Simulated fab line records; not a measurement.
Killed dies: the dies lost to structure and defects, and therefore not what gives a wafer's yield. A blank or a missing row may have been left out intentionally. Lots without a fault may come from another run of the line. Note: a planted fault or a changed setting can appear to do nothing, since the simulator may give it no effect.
Matching of chambers ; flow nandHarc ; 4 sister chambers for NHARC_P_BONDPAD_STRIP_15 on rieDiel-01
The step strips in O2. 22 wafers are shown with their chamber, then 11 later ones without.

WAFERS WITH THEIR CHAMBER
wafer;chamber;drypumpMotorCurrentA (A);oesProductAu (a.u.);throttleValvePct (%)
L079.2;2;4.9;0.997;17.035
L079.3;0;6.5;0.999;17.056
L079.4;1;5.9;1.009;17.044
L080.1;3;6.7;1.004;17.030
L080.2;2;4.9;1.005;17.031
L080.6;3;6.7;1.006;17.044
L081.2;0;6.5;0.995;17.035
L081.3;2;4.9;1.008;17.041
L081.5;1;5.9;1.001;17.045
L084.1;3;6.6;1.000;17.050
L084.2;1;5.9;0.998;17.031
L084.6;2;4.9;1.005;17.039
L088.4;3;6.7;0.995;17.037
L088.5;0;6.5;1.002;17.045
L088.6;1;5.9;1.002;17.051
L087.2;3;6.6;0.996;17.045
L087.3;0;6.5;1.007;17.040
L087.5;0;6.5;1.000;17.037
L086.3;0;6.5;1.003;17.022
L086.5;0;6.5;0.990;17.045
L086.6;1;5.9;0.999;17.050
L090.1;0;6.5;0.990;17.022

SIGNATURES (means of the wafers above)
reading;chamber 0;chamber 1;chamber 2;chamber 3;scatter within a chamber
drypumpMotorCurrentA;6.500;5.900;4.900;6.660;0.0258
oesProductAu;0.99825;1.00180;1.00375;1.00020;0.00526
throttleValvePct;17.03775;17.04420;17.03650;17.04120;0.00914
Rule: a wafer lies at a distance from a chamber equal to the root of the sum of squares, over the readings, of (its reading less the chamber's mean, divided by the reading's scatter). The wafer belongs to the nearest chamber; if the next one is less than 2 further off, it can't be placed. The scatter: take each reading less its chamber's mean, square it, sum over the shown wafers, divide by the number of wafers less the number of chambers, and take the root.

WAFERS WITH NO CHAMBER GIVEN
wafer;drypumpMotorCurrentA (A);oesProductAu (a.u.);throttleValvePct (%)
L090.5;4.9;1.006;17.041
L090.6;6.5;0.994;17.056
L089.1;6.5;1.007;17.027
L089.2;4.9;1.004;17.039
L089.3;5.9;0.995;17.028
L094.2;6.5;1.004;17.037
L094.3;4.9;0.995;17.031
L094.6;5.9;0.995;17.035
L095.1;4.9;0.996;17.031
L095.2;6.7;0.994;17.044
L095.5;6.7;0.991;17.043

WHICH CHAMBER EACH WENT THROUGH
wafer;from the rows above;in truth
L090.5;2;2
L090.6;0;0
L089.1;0;0
L089.2;2;2
L089.3;1;1
L094.2;0;0
L094.3;2;2
L094.6;1;1
L095.1;2;2
L095.2;3;3
L095.5;3;3
11 of 11 placed correctly. Number that these rows cannot place: 0. Placed wrongly: 0.
